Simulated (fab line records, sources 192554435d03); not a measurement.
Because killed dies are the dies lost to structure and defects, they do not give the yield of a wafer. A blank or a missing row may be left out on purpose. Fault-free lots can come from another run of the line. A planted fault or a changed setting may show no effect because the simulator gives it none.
fab line records	flow n5_finfet
record: lots: 7	wafers: 39
route steps=1938 shown FIN_SAQP@102 DUMMY_GATE@228 HKMG_FIN@402
start_h: start of the lot's first displayed wafer, in hours after the record's first day	wait_h: hours elapsed since this lot's preceding step	" identical to the entry in the row above	L1.1+2: a row that stands for several wafers	- value missing, or start not given	* or withheld: withheld	< > ~ a bound
route shown NAME@n: names a module that has steps shown in the file, with the first one's number in the route	usual: mean and standard deviation over wafers with no fault	same: alike in all rows	chamber/n: place in a boat	sites: per-site readings	_std_site: standard deviation across them	_edge_site: inner sites' mean taken away from outer sites' mean	radius_mm: for every site, how far away it sits from the centre of the wafer	mask NAME#n: copy n	behind: the tool/chamber that last shaped the wafer	hold: why the lot went on hold/how many hours it stayed there/how the hold came to an end	device: which transistor (n, p or np) failed to switch	end of line: tests run on the same wafers once the route is complete	a step without rows: its recipe alone	killed: not the wafer's yield, but the dies lost to structure and defects at the first sort	map: the dies of a wafer, with x for killed, . for not killed, _ for no die there
set.NAME: the setting the step ran with; set.NAME@STEP: the setting that earlier step ran with	model.NAME: the simulator's own value behind a step, which no gauge read
lots run with intentionally changed settings; tables by step, rows by wafer
== steps ==
step: N5_FIN_SAQP_HM_DEP_72
recipe: material: SiO2	target_thk_a: 120	temp_c: 400	precursor: SiH4/N2O	pressure_torr: 0.75	rf_w: 275	time_s: 7.2
lot.wafer	tool	chamber	start_h	wait_h	set.time_s	model.SiO2_of_FIN_SAQP_HM_DEP_72.thk_nm
L075.1	pecvd-02	1	27.33	0.0	8.029	13.35
L075.2	"	2	"	"	7.2	11.92
L075.3	"	0	"	"	8.029	13.24
L075.4	"	2	"	"	7.2	12.17
L075.5	"	0	"	"	8.029	13.53
L075.6	"	1	"	"	7.2	12.06
L076.1	pecvd-02	2	33.65	0.0	7.2	11.99
L076.2	"	0	"	"	7.2	12.07
L076.3	"	0	"	"	7.2	12.23
L076.4	"	2	"	"	7.2	12.26
L076.5	"	2	"	"	7.2	11.86
L076.6	"	0	"	"	7.2	12.13
L077.1	pecvd-04	0	40.84	0.0	7.2	11.48
L077.5	"	0	"	"	7.2	11.77
L077.6	"	1	"	"	7.2	11.53
L079.1	pecvd-04	2	51.90	0.0	7.2	11.54
L079.2	"	0	"	"	6.337	10.01
L079.3	"	1	"	"	6.337	10.06
L079.4	"	1	"	"	6.337	10.18
L079.5	"	2	"	"	7.2	11.82
L079.6	"	0	"	"	7.2	11.73
L081.1	pecvd-03	0	63.58	0.0	7.2	12.28
L081.2	"	2	"	"	7.2	12.02
L081.3	"	1	"	"	6.839	11.62
L081.4	"	2	"	"	6.839	11.42
L081.5	"	1	"	"	7.2	12.41
L081.6	"	0	"	"	6.839	11.81
L088.1	pecvd-02	1	106.21	0.0	7.2	11.8
L088.2	"	2	"	"	7.2	11.62
L088.3	"	0	"	"	7.2	11.93
L088.4	"	1	"	"	7.2	11.78
L088.5	"	0	"	"	7.2	12.09
L088.6	"	2	"	"	7.2	12.2
L094.1	pecvd-02	1	142.39	0.0	7.749	12.69
L094.2	"	2	"	"	7.749	12.63
L094.3	"	0	"	"	7.749	12.79
L094.4	"	1	"	"	7.2	12.02
L094.5	"	0	"	"	7.2	12.04
L094.6	"	2	"	"	7.2	12.23
step: N5_FIN_SAQP_COAT_49
recipe: resist: SOC	temp_c: 250	time_s: 60	spin_rpm: 1500	resist_thk_nm: 100
step: N5_FIN_SAQP_COAT_50
recipe: resist: SiARC	temp_c: 220	time_s: 60	spin_rpm: 1500	resist_thk_nm: 35
step: N5_FIN_SAQP_ETCH_52
recipe: chemistry: N2/H2	target: SOC	target_depth_a: 1000	overetch_a: 200	mask_material: SiARC	temp_c: 40	time_s: 150	ion_energy_ev: 200	pressure_mtorr: 30	source_w: 840	bias_w: 150	n2_flow_sccm: 200	h2_flow_sccm: 200	ends: end_point
step: N5_FIN_SAQP_STRIP_53
recipe: chemistry: N2/H2	temp_c: 40	n2_flow_sccm: 200	h2_flow_sccm: 200	rf_frequency_hz: 6e+07
step: N5_FIN_SAQP_HM_OPEN_73
recipe: chemistry: CHF3/O2	target: SiO2	stop_on: a-Si	target_depth_a: 120	over_etch_frac: 1.8	mask_material: SOC	time_s: 16.8	pressure_mtorr: 30	source_w: 650	bias_w: 170	Ar_flow_sccm: 200	CHF3_flow_sccm: 50	O2_flow_sccm: 5	ion_energy_ev: 200	ends: end_point
lot.wafer	tool	chamber	start_h	wait_h	set.time_s@FIN_SAQP_HM_DEP_72	model.etch.depth_nm
L075.1	rie_diel-01	0	28.09	0.0	8.029	13.35
L075.2	"	2	"	"	7.2	11.92
L075.3	"	1	"	"	8.029	13.24
L075.4	"	3	"	"	7.2	12.17
L075.5	"	3	"	"	8.029	13.53
L075.6	"	0	"	"	7.2	12.06
L076.1	rie_diel-06	0	34.50	0.0	7.2	11.99
L076.2	"	1	"	"	7.2	12.07
L076.3	"	3	"	"	7.2	12.23
L076.4	"	0	"	"	7.2	12.26
L076.5	"	3	"	"	7.2	11.86
L076.6	"	1	"	"	7.2	12.13
L077.1	rie_diel-01	0	41.48	0.0	7.2	11.48
L077.5	"	3	"	"	7.2	11.77
L077.6	"	2	"	"	7.2	11.53
L079.1	rie_diel-06	2	52.60	0.0	7.2	11.54
L079.2	"	3	"	"	6.337	10.01
L079.3	"	0	"	"	6.337	10.06
L079.4	"	1	"	"	6.337	10.18
L079.5	"	0	"	"	7.2	11.82
L079.6	"	1	"	"	7.2	11.73
L081.1	rie_diel-01	0	64.55	0.0	7.2	12.28
L081.2	"	3	"	"	7.2	12.02
L081.3	"	1	"	"	6.839	11.62
L081.4	"	2	"	"	6.839	11.42
L081.5	"	1	"	"	7.2	12.41
L081.6	"	0	"	"	6.839	11.81
L088.1	rie_diel-01	2	106.82	0.0	7.2	11.8
L088.2	"	0	"	"	7.2	11.62
L088.3	"	1	"	"	7.2	11.93
L088.4	"	3	"	"	7.2	11.78
L088.5	"	1	"	"	7.2	12.09
L088.6	"	0	"	"	7.2	12.2
L094.1	rie_diel-06	2	143.58	0.0	7.749	12.69
L094.2	"	0	"	"	7.749	12.63
L094.3	"	3	"	"	7.749	12.79
L094.4	"	1	"	"	7.2	12.02
L094.5	"	2	"	"	7.2	12.04
L094.6	"	1	"	"	7.2	12.23
step: N5_DUMMY_GATE_EXPOSE_12
recipe: mask_id: GATE	na: 0.33	source_shape: annular	sigma_inner: 0.2	sigma_outer: 0.6	polarization: unpolarized	target_cd_nm: 25	dose_mj: 34
lot.wafer	tool	chamber	start_h	wait_h	mask	set.dose_mj
L075.1+2+5	euv_scanner-01	0	51.96	-	GATE#0	32.1
L075.3+4+6	"	0	"	"	GATE#0	34
L076.1+4+5	euv_scanner-01	0	61.24	-	GATE#0	34
L076.2+3+6	"	0	"	"	GATE#0	36.16
L077.1+5+6	euv_scanner-01	0	65.44	-	GATE#0	34
L079.1+4+6	euv_scanner-01	0	77.89	-	GATE#0	31.7
L079.2+3+5	"	0	"	"	GATE#0	34
L081.1+2+3+4+5+6	euv_scanner-02	0	91.27	-	GATE#0	34
L088.1+2+3+4+5+6	euv_scanner-02	0	129.62	-	GATE#0	34
L094.1+2+6	euv_scanner-02	0	170.03	-	GATE#0	34
L094.3+4+5	"	0	"	"	GATE#0	35.39
step: N5_DUMMY_GATE_PEB_13
recipe: peb_temp_c: 100	peb_time_s: 60	resist: CAR-EUV
step: N5_DUMMY_GATE_DEVELOP_14
recipe: develop_time_s: 30	developer: TMAH	resist: CAR-EUV	rinse_liquid: surfactant_rinse	dry: air_spin	dev_temp_c: 23
step: N5_DUMMY_GATE_CD_MEAS_15
recipe: target_cd_nm: 25.8	landing_energy_ev: 500	detector: se_inlens
usual: cd_nm: 24.90/0.24
lot.wafer	tool	chamber	start_h	wait_h	set.dose_mj@DUMMY_GATE_EXPOSE_12	cd_nm
L075.1	cd_sem-02	0	52.09	-	32.1	26.15
L075.2	"	0	"	"	32.1	26.30
L075.3	"	0	"	"	34	24.90
L075.4	"	0	"	"	34	24.89
L075.5	"	0	"	"	32.1	26.13
L075.6	"	0	"	"	34	24.66
L076.1	cd_sem-03	0	61.37	-	34	25.07
L076.2	"	0	"	"	36.16	23.88
L076.3	"	0	"	"	36.16	24.17
L076.4	"	0	"	"	34	24.99
L076.5	"	0	"	"	34	25.48
L076.6	"	0	"	"	36.16	24.01
L077.1	cd_sem-02	0	65.56	-	34	24.71
L077.5	"	0	"	"	34	24.91
L077.6	"	0	"	"	34	25.04
L079.1	cd_sem-02	0	78.01	-	31.7	26.24
L079.2	"	0	"	"	34	24.99
L079.3	"	0	"	"	34	25.07
L079.4	"	0	"	"	31.7	26.20
L079.5	"	0	"	"	34	24.93
L079.6	"	0	"	"	31.7	26.41
L081.1	cd_sem-03	0	91.39	-	34	24.87
L081.2	"	0	"	"	34	24.80
L081.3	"	0	"	"	34	24.68
L081.4	"	0	"	"	34	24.94
L081.5	"	0	"	"	34	24.92
L081.6	"	0	"	"	34	24.55
L088.1	cd_sem-01	0	129.75	-	34	24.55
L088.2	"	0	"	"	34	24.40
L088.3	"	0	"	"	34	25.00
L088.4	"	0	"	"	34	24.99
L088.5	"	0	"	"	34	24.87
L088.6	"	0	"	"	34	24.78
L094.1	cd_sem-01	0	170.16	-	34	24.90
L094.2	"	0	"	"	34	24.96
L094.3	"	0	"	"	35.39	24.43
L094.4	"	0	"	"	35.39	24.21
L094.5	"	0	"	"	35.39	24.33
L094.6	"	0	"	"	34	25.14
step: N5_DUMMY_GATE_STRIP_38
recipe: chemistry: N2/H2	temp_c: 40	n2_flow_sccm: 200	h2_flow_sccm: 200	rf_frequency_hz: 6e+07
step: N5_DUMMY_GATE_STRIP_39
recipe: chemistry: N2/H2	temp_c: 40	n2_flow_sccm: 200	h2_flow_sccm: 200	rf_frequency_hz: 6e+07
step: N5_DUMMY_GATE_TRIM_49
recipe: chemistry: O2	resist: SOC	time_s: 29	target_cd_nm: 14	source_power_w: 300	bias_power_w: 0	O2_flow_sccm: 100	temp_c: 20
lot.wafer	tool	chamber	start_h	wait_h	set.dose_mj@DUMMY_GATE_EXPOSE_12	model.DUMMY_GATE.cd_nm
L075.1	rie_si-02	2	52.44	0.0	32.1	15.2
L075.2	"	1	"	"	32.1	15.8
L075.3	"	0	"	"	34	14
L075.4	"	3	"	"	34	14.4
L075.5	"	2	"	"	32.1	15.4
L075.6	"	3	"	"	34	14.2
L076.1	rie_si-06	3	61.73	0.0	34	14.6
L076.2	"	1	"	"	36.16	13.4
L076.3	"	0	"	"	36.16	13
L076.4	"	2	"	"	34	14.2
L076.5	"	1	"	"	34	14.4
L076.6	"	0	"	"	36.16	12.8
L077.1	rie_si-01	0	65.92	0.0	34	13.8
L077.5	"	2	"	"	34	14
L077.6	"	3	"	"	34	14.2
L079.1+6	rie_si-02	1,3	78.37	0.0	31.7	15.2
L079.2+5	"	2,0	"	"	34	14
L079.3	"	0	"	"	34	13.6
L079.4	"	3	"	"	31.7	15.6
L081.1	rie_si-06	3	91.76	0.0	34	14
L081.2+3+6	"	1,2,3	"	"	34	14.2
L081.4	"	0	"	"	34	14.6
L081.5	"	0	"	"	34	14.4
L088.1+3+5	rie_si-02	2,3,0	130.11	0.0	34	14
L088.2+6	"	1	"	"	34	13.6
L088.4	"	0	"	"	34	13.8
L094.1	rie_si-01	3	170.52	0.0	34	14.2
L094.2	"	1	"	"	34	13.8
L094.3+5	"	2	"	"	35.39	13.4
L094.4	"	0	"	"	35.39	12.8
L094.6	"	1	"	"	34	14
step: N5_DUMMY_GATE_STRIP_40
recipe: chemistry: CF4	resist: SiARC	power_w: 300	bias_power_w: 75	pressure_mtorr: 50	cf4_flow_sccm: 150	rf_frequency_hz: 6e+07
step: N5_DUMMY_GATE_CD_MEAS_50
recipe: target_cd_nm: 14
usual: cd_nm: 14.1/0.32
lot.wafer	tool	chamber	start_h	wait_h	set.dose_mj@DUMMY_GATE_EXPOSE_12	cd_nm
L075.1	cd_sem-03	-	52.59	0.0	32.1	15.2
L075.2	"	-	"	"	32.1	15.3
L075.3	"	-	"	"	34	13.8
L075.4	"	-	"	"	34	14.2
L075.5	"	-	"	"	32.1	15.9
L075.6	"	-	"	"	34	14.1
L076.1	cd_sem-01	-	61.87	0.0	34	14.6
L076.2	"	-	"	"	36.16	13.3
L076.3	"	-	"	"	36.16	13.1
L076.4	"	-	"	"	34	14.2
L076.5	"	-	"	"	34	14.6
L076.6	"	-	"	"	36.16	13.2
L077.1	cd_sem-01	-	66.07	0.0	34	13.9
L077.5	"	-	"	"	34	14.1
L077.6	"	-	"	"	34	14.2
L079.1	cd_sem-02	-	78.53	0.0	31.7	15.3
L079.2	"	-	"	"	34	13.8
L079.3	"	-	"	"	34	13.6
L079.4	"	-	"	"	31.7	15.7
L079.5	"	-	"	"	34	14.2
L079.6	"	-	"	"	31.7	14.8
L081.1	cd_sem-02	-	91.91	0.0	34	14.0
L081.2	"	-	"	"	34	14.3
L081.3	"	-	"	"	34	14.2
L081.4	"	-	"	"	34	14.5
L081.5	"	-	"	"	34	14.3
L081.6	"	-	"	"	34	13.6
L088.1	cd_sem-03	-	130.26	0.0	34	14.0
L088.2	"	-	"	"	34	14.0
L088.3	"	-	"	"	34	13.8
L088.4	"	-	"	"	34	13.5
L088.5	"	-	"	"	34	14.0
L088.6	"	-	"	"	34	13.4
L094.1	cd_sem-02	-	170.66	0.0	34	14.1
L094.2	"	-	"	"	34	13.5
L094.3	"	-	"	"	35.39	13.5
L094.4	"	-	"	"	35.39	12.8
L094.5	"	-	"	"	35.39	13.6
L094.6	"	-	"	"	34	14.2
step: N5_DUMMY_GATE_ETCH_32
recipe: chemistry: CF4	target: SiO2	target_depth_a: 35	time_s: 3.9	ion_energy_ev: 350	pressure_mtorr: 10	icp_w: 800	bias_w: 400	cf4_flow_sccm: 80
lot.wafer	tool	chamber	start_h	wait_h	set.time_s	model.etch.depth_nm
L075.1	rie_si-01	3	52.90	0.1	3.349	3.003
L075.2	"	2	"	"	3.349	3
L075.3	"	0	"	"	3.349	3.055
L075.4	"	1	"	"	3.9	3.533
L075.5	"	3	"	"	3.9	3.501
L075.6	"	0	"	"	3.9	3.58
L076.1	rie_si-02	2	62.23	0.1	4.335	3.844
L076.2	"	3	"	"	3.9	3.417
L076.3	"	0	"	"	3.9	3.608
L076.4	"	1	"	"	4.335	3.909
L076.5	"	1	"	"	3.9	3.499
L076.6	"	2	"	"	4.335	3.87
L077.1	rie_si-06	3	66.36	0.1	3.9	3.506
L077.5	"	1	"	"	3.9	3.48
L077.6	"	0	"	"	3.9	3.498
L079.1	rie_si-01	0	78.83	0.1	3.9	3.533
L079.2	"	1	"	"	3.9	3.522
L079.3	"	2	"	"	3.9	3.417
L079.4	"	3	"	"	3.9	3.459
L079.5	"	1	"	"	3.9	3.512
L079.6	"	2	"	"	3.9	3.443
L081.1	rie_si-02	3	92.20	0.1	3.652	3.243
L081.2	"	2	"	"	3.9	3.491
L081.3	"	0	"	"	3.9	3.63
L081.4	"	1	"	"	3.652	3.294
L081.5	"	1	"	"	3.652	3.332
L081.6	"	0	"	"	3.9	3.617
L088.1	rie_si-01	2	130.55	0.1	3.9	3.468
L088.2	"	0	"	"	4.376	4.018
L088.3	"	3	"	"	4.376	3.94
L088.4	"	3	"	"	3.9	3.48
L088.5	"	0	"	"	4.376	4.015
L088.6	"	2	"	"	3.9	3.501
L094.1	rie_si-06	2	170.96	0.1	2.998	2.645
L094.2	"	1	"	"	3.9	3.472
L094.3	"	0	"	"	3.9	3.486
L094.4	"	3	"	"	2.998	2.725
L094.5	"	3	"	"	2.998	2.736
L094.6	"	0	"	"	3.9	3.492
step: N5_DUMMY_GATE_ETCH_44
recipe: chemistry: HBr/O2	over_etch_frac: 0.7	target_depth_a: 1275	stop_on: SiO2	ion_energy_ev: 60	bias_w: 20	target: poly-Si	mask_material: SiO2	pressure_mtorr: 20	icp_w: 400	HBr_flow_sccm: 120	O2_flow_sccm: 10
lot.wafer	tool	chamber	start_h	wait_h	set.target_depth_a	set.dose_mj@DUMMY_GATE_EXPOSE_12	model.DUMMY_GATE.cd_nm
L075.1+5	rie_si-01	3	52.98	0.0	1275	32.1	16.6
L075.2	"	2	"	"	1275	32.1	16.8
L075.3	"	0	"	"	1275	34	15.6
L075.4	"	1	"	"	1275	34	15.2
L075.6	"	0	"	"	1275	34	15.4
L076.1	rie_si-02	2	62.32	0.0	1229	34	15.8
L076.2	"	3	"	"	1229	36.16	14.4
L076.3	"	0	"	"	1275	36.16	14
L076.4	"	1	"	"	1275	34	15.4
L076.5	"	1	"	"	1229	34	15.4
L076.6	"	2	"	"	1275	36.16	13.8
L077.1	rie_si-06	3	66.45	0.0	1275	34	14.6
L077.5+6	"	1,0	"	"	1275	34	15
L079.1	rie_si-01	0	78.92	0.0	1331	31.7	16.2
L079.2	"	1	"	"	1275	34	14.8
L079.3	"	2	"	"	1331	34	14.6
L079.4	"	3	"	"	1275	31.7	16.6
L079.5	"	1	"	"	1331	34	14.8
L079.6	"	2	"	"	1275	31.7	16.2
L081.1+6	rie_si-02	3,0	92.29	0.0	1392	34	15.4
L081.2	"	2	"	"	1392	34	15.2
L081.3+5	"	0,1	"	"	1275	34	15.4
L081.4	"	1	"	"	1275	34	15.8
L088.1	rie_si-01	2	130.64	0.0	1179	34	15
L088.2	"	0	"	"	1179	34	14.8
L088.3	"	3	"	"	1275	34	15.2
L088.4	"	3	"	"	1275	34	14.6
L088.5	"	0	"	"	1275	34	14.8
L088.6	"	2	"	"	1179	34	14.6
L094.1	rie_si-06	2	171.05	0.0	1275	34	15.4
L094.2	"	1	"	"	1134	34	14.8
L094.3	"	0	"	"	1134	35.39	14
L094.4	"	3	"	"	1275	35.39	13.4
L094.5	"	3	"	"	1134	35.39	14.2
L094.6	"	0	"	"	1275	34	14.8
step: N5_DUMMY_GATE_CD_MEAS_24
recipe: target_cd_nm: 15
usual: cd_nm: 15.1/0.39
lot.wafer	tool	chamber	start_h	wait_h	set.dose_mj@DUMMY_GATE_EXPOSE_12	cd_nm
L075.1	cd_sem-01	-	53.09	0.1	32.1	16.8
L075.2	"	-	"	"	32.1	16.6
L075.3	"	-	"	"	34	15.4
L075.4	"	-	"	"	34	15.1
L075.5	"	-	"	"	32.1	16.9
L075.6	"	-	"	"	34	15.2
L076.1	cd_sem-02	-	62.43	0.1	34	15.7
L076.2	"	-	"	"	36.16	14.1
L076.3	"	-	"	"	36.16	14.0
L076.4	"	-	"	"	34	15.7
L076.5	"	-	"	"	34	15.5
L076.6	"	-	"	"	36.16	13.9
L077.1	cd_sem-02	-	66.56	0.1	34	14.7
L077.5	"	-	"	"	34	14.8
L077.6	"	-	"	"	34	14.8
L079.1	cd_sem-01	-	79.03	0.1	31.7	15.7
L079.2	"	-	"	"	34	14.7
L079.3	"	-	"	"	34	14.8
L079.4	"	-	"	"	31.7	16.7
L079.5	"	-	"	"	34	14.7
L079.6	"	-	"	"	31.7	16.2
L081.1	cd_sem-01	-	92.40	0.1	34	15.8
L081.2	"	-	"	"	34	15.0
L081.3	"	-	"	"	34	15.1
L081.4	"	-	"	"	34	15.5
L081.5	"	-	"	"	34	15.5
L081.6	"	-	"	"	34	15.1
L088.1	cd_sem-03	-	130.75	0.1	34	15.0
L088.2	"	-	"	"	34	14.8
L088.3	"	-	"	"	34	15.0
L088.4	"	-	"	"	34	14.4
L088.5	"	-	"	"	34	14.8
L088.6	"	-	"	"	34	14.4
L094.1	cd_sem-02	-	171.16	0.1	34	15.5
L094.2	"	-	"	"	34	15.1
L094.3	"	-	"	"	35.39	14.4
L094.4	"	-	"	"	35.39	13.8
L094.5	"	-	"	"	35.39	14.3
L094.6	"	-	"	"	34	15.0
step: N5_HKMG_FIN_ETCH_54
recipe: chemistry: CF4	target: SiARC	target_depth_a: 455	mask_material: CAR-ArF	time_s: 75.8	ion_energy_ev: 80	pressure_mtorr: 40	source_w: 545	bias_w: 36	Ar_flow_sccm: 100	cf4_flow_sccm: 100	ends: cleared
usual: etch_rf_on_time_s: 75.5/2	rf_vpp_V: 183.8/1
lot.wafer	tool	chamber	start_h	wait_h	set.source_w	etch_rf_on_time_s	rf_vpp_V
L075.1	rie_diel-01	0	76.10	0.0	545	73.5	185.1
L075.2	"	1	"	"	488.1	85.4	191.9
L075.3	"	3	"	"	488.1	82.8	189.8
L075.4	"	0	"	"	545	73.4	184.0
L075.5	"	3	"	"	545	74.8	182.5
L075.6	"	1	"	"	488.1	84.9	191.4
L076.1	rie_diel-01	3	87.97	0.0	511.6	79.2	187.3
L076.2	"	1	"	"	545	77.9	183.4
L076.3	"	0	"	"	511.6	79.3	186.6
L076.4	"	1	"	"	545	77.7	185.0
L076.5	"	0	"	"	545	74.2	183.9
L076.6	"	3	"	"	511.6	79.5	187.2
L077.1	rie_diel-06	1	90.22	0.0	545	72.5	185.0
L077.5	"	2	"	"	545	71.9	185.3
L077.6	"	1	"	"	545	71.8	183.3
L079.1	rie_diel-03	2	103.27	0.0	545	79.5	183.4
L079.2	"	3	"	"	545	75.0	184.6
L079.3	"	0	"	"	545	76.2	184.8
L079.4	"	1	"	"	545	75.5	185.4
L079.5	"	2	"	"	545	79.3	182.5
L079.6	"	1	"	"	545	75.2	183.7
L081.1	rie_diel-03	3	119.19	0.0	545	74.5	184.4
L081.2	"	0	"	"	545	76.1	184.6
L081.3	"	2	"	"	545	78.3	182.3
L081.4	"	3	"	"	503.3	81.0	189.1
L081.5	"	2	"	"	503.3	84.5	188.1
L081.6	"	0	"	"	503.3	81.2	187.8
L088.1	rie_diel-06	2	154.05	0.0	545	73.5	185.0
L088.2	"	3	"	"	636.2	68.0	174.4
L088.3	"	0	"	"	636.2	65.7	172.3
L088.4	"	2	"	"	636.2	64.0	175.8
L088.5	"	3	"	"	545	77.6	183.8
L088.6	"	0	"	"	545	75.0	183.1
L094.1	rie_diel-06	3	194.40	0.0	487.3	86.7	190.0
L094.2	"	2	"	"	487.3	82.0	190.9
L094.3	"	0	"	"	545	76.1	183.9
L094.4	"	1	"	"	545	73.5	183.6
L094.5	"	0	"	"	487.3	84.1	190.6
L094.6	"	1	"	"	545	73.7	184.1
== key ==
split: step: N5_FIN_SAQP_HM_DEP_72	setting: time_s	stated: 7.2	by: wafer
response: step: N5_FIN_SAQP_HM_DEP_72	reading: model.SiO2_of_FIN_SAQP_HM_DEP_72.thk_nm	change: +0.118	per: 1%	r: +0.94
response: step: N5_FIN_SAQP_HM_OPEN_73	reading: model.etch.depth_nm	change: +0.118	per: 1%	r: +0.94
split: step: N5_DUMMY_GATE_EXPOSE_12	setting: dose_mj	stated: 34	by: wafer
response: step: N5_DUMMY_GATE_CD_MEAS_15	reading: cd_nm	change: -0.198	per: 1%	r: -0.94
response: step: N5_DUMMY_GATE_TRIM_49	reading: model.DUMMY_GATE.cd_nm	change: -0.214	per: 1%	r: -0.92
response: step: N5_DUMMY_GATE_CD_MEAS_50	reading: cd_nm	change: -0.209	per: 1%	r: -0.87
response: step: N5_DUMMY_GATE_ETCH_44	reading: model.DUMMY_GATE.cd_nm	change: -0.238	per: 1%	r: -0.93
response: step: N5_DUMMY_GATE_CD_MEAS_24	reading: cd_nm	change: -0.248	per: 1%	r: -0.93
split: step: N5_DUMMY_GATE_ETCH_32	setting: time_s	stated: 3.9	by: wafer
response: step: N5_DUMMY_GATE_ETCH_32	reading: model.etch.depth_nm	change: +0.0358	per: 1%	r: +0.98
split: step: N5_DUMMY_GATE_ETCH_44	setting: target_depth_a	stated: 1275	by: wafer
response none clear
split: step: N5_HKMG_FIN_ETCH_54	setting: source_w	stated: 545	by: wafer
response: step: N5_HKMG_FIN_ETCH_54	reading: etch_rf_on_time_s	change: *	per: 1%	r: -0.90
response: step: N5_HKMG_FIN_ETCH_54	reading: rf_vpp_V	change: -0.606	per: 1%	r: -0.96
